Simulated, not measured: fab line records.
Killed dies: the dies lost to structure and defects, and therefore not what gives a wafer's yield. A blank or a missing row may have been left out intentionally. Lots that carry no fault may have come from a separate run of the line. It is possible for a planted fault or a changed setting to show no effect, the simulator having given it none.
Lot-split experiment | flow n5Finfet | route with 1938 steps; 7 lots, 21 wafers read

SPLIT DETAILS
At N5_BEOL_M3_EXPOSE_25 (exposes mask V2, defocus 5 nm), the setting doseMj was moved away from the recipe's 63 on 9 of the 21 wafers read, by -7.4% to +5.1%. This setting was run at the recipe's value on the other wafers.

FROM THE SPLIT TO THE READING: what the file shows between them, 2 steps
- N5_BEOL_M3_PEB_26: peb time 60 s
- N5_BEOL_M3_DEVELOP_27: develop time 30 s

THE READING
cdNm, in nm, at N5_BEOL_M3_CD_MEAS_28 (target cd 25.7 nm, target cd y 23.3 nm). Typical for fault-free wafers on this fab line: 25.79 nm, with standard deviation 0.24 nm.

wafer  | tool, chamber at the split | doseMj as run | against the recipe | cdNm, nm | against lot-mates on the recipe
L077.2 | euvScanner-01, 0           | 63            | recipe             | 26.18    | -
L077.3 | euvScanner-01, 0           | 65.21         | +3.5%              | 26.32    | +0.14
L077.6 | euvScanner-01, 0           | 65.21         | +3.5%              | 26.71    | +0.53
L081.1 | euvScanner-01, 0           | 63            | recipe             | 25.41    | -
L081.4 | euvScanner-01, 0           | 63            | recipe             | 25.26    | -
L081.5 | euvScanner-01, 0           | 63            | recipe             | 25.70    | -
L082.1 | euvScanner-01, 0           | 66.19         | +5.1%              | 27.16    | +1.15
L082.5 | euvScanner-01, 0           | 63            | recipe             | 25.92    | -
L082.6 | euvScanner-01, 0           | 63            | recipe             | 26.09    | -
L087.1 | euvScanner-01, 0           | 63            | recipe             | 25.92    | -
L087.4 | euvScanner-01, 0           | 65.9          | +4.6%              | 26.80    | +0.85
L087.5 | euvScanner-01, 0           | 63            | recipe             | 25.99    | -
L089.1 | euvScanner-01, 0           | 61.63         | -2.2%              | 25.12    | -0.90
L089.3 | euvScanner-01, 0           | 63            | recipe             | 26.02    | -
L089.5 | euvScanner-01, 0           | 61.63         | -2.2%              | 25.36    | -0.66
L091.1 | euvScanner-02, 0           | 63            | recipe             | 25.38    | -
L091.2 | euvScanner-02, 0           | 58.33         | -7.4%              | 24.57    | -0.96
L091.6 | euvScanner-02, 0           | 63            | recipe             | 25.68    | -
L096.1 | euvScanner-02, 0           | 65.69         | +4.3%              | 26.25    | +0.77
L096.4 | euvScanner-02, 0           | 63            | recipe             | 25.48    | -
L096.5 | euvScanner-02, 0           | 65.69         | +4.3%              | 26.29    | +0.81

THE FIT
A straight line over all 21 wafers: cdNm changes by +0.189 nm for each +1% of doseMj; r = +0.88; the points scatter about the line by 0.3 nm.
The same after taking each lot's own level away (the mean of its wafers on the recipe; 21 wafers): +0.172 nm for each +1%; r = +0.92; scatter 0.22 nm.
Per that fit: largest doseMj move, reading shift of 1.3 nm.
The lots' own levels span 25.457 to 26.180 nm, that is 3.0 times the standard deviation above.
The two slopes are in agreement: the lot-to-lot level therefore moves the slope only a little.
Check: for one of the wafers moved furthest among these (-7.4%), held out of the fit, the line's prediction against its lot-mates is -1.58 nm. It came out at -0.96 nm against them.

OTHER SPLITS ON THESE WAFERS
Other splits were also applied to these wafers ahead of the reading. Each is held against what the fit with the lots' levels taken away leaves over:
other split on the same wafers            | wafers away from the commonest value | r with cdNm (lot level and that fit taken away)
N5_BEOL_M0_SAQP_PECVD_04 timeS            | 7                                    | +0.17
N5_BEOL_M0_SAQP_HM_DEP_111 timeS          | 6                                    | +0.19
N5_BEOL_M0_SAQP_SPACER2_ALD_26 targetThkA | 6                                    | +0.03
N5_BEOL_M0_SAQP_COAT_87 tempC             | 9                                    | -0.13
N5_BEOL_M2_EXPOSE_25 doseMj               | 8                                    | +0.28
N5_BEOL_M2_ETCH_69 biasW                  | 11                                   | +0.04

THE FILE'S OWN FIT
cdNm changes by +0.169 nm for each +1% of doseMj, r = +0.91.
